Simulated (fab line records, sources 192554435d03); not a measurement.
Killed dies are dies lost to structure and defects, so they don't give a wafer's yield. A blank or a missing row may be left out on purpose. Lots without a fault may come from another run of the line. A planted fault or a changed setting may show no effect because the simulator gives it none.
Chamber matching | flow n5_finfet | N5_BEOL_M4_STRIP_36 on rie_diel-06: 4 sister chambers
The step strips in N2/H2. 4 wafers are shown with their chamber, then 7 later ones without.

WAFERS WITH THEIR CHAMBER
wafer  | chamber | drypump_motor_current_A (A)
L085.1 | 2       | 5.5
L088.4 | 3       | 6.5
L091.1 | 0       | 6.6
L091.5 | 1       | 6.0

WAFERS WITHOUT THEIR CHAMBER
wafer  | drypump_motor_current_A (A)
L091.6 | 5.4
L092.1 | 5.5
L092.3 | 6.6
L092.4 | 6.5
L095.3 | 6.6
L095.5 | 6.0
L095.6 | 6.6

WHICH CHAMBER EACH WENT THROUGH
wafer  | from the rows above | in truth
L091.6 | 2                   | 2
L092.1 | 2                   | 2
L092.3 | 0                   | 0
L092.4 | 3                   | 3
L095.3 | 0                   | 0
L095.5 | 1                   | 1
L095.6 | 0                   | 0
Placed correctly: 7 of 7. Can't be placed from these rows: 0. Placed wrongly: 0.
How it was worked out, from the rows above alone: a wafer's distance from a chamber is the root of the sum, over the readings, of the square of ((its reading less the chamber's mean) divided by the reading's scatter). The wafer belongs to the nearest chamber; if the next one is less than 2 further off, it can't be placed. A chamber's mean is the mean of its shown wafers. The scatter: with one shown wafer a chamber, the root of the mean of the squares of how far each hidden wafer lies from its nearest shown one.
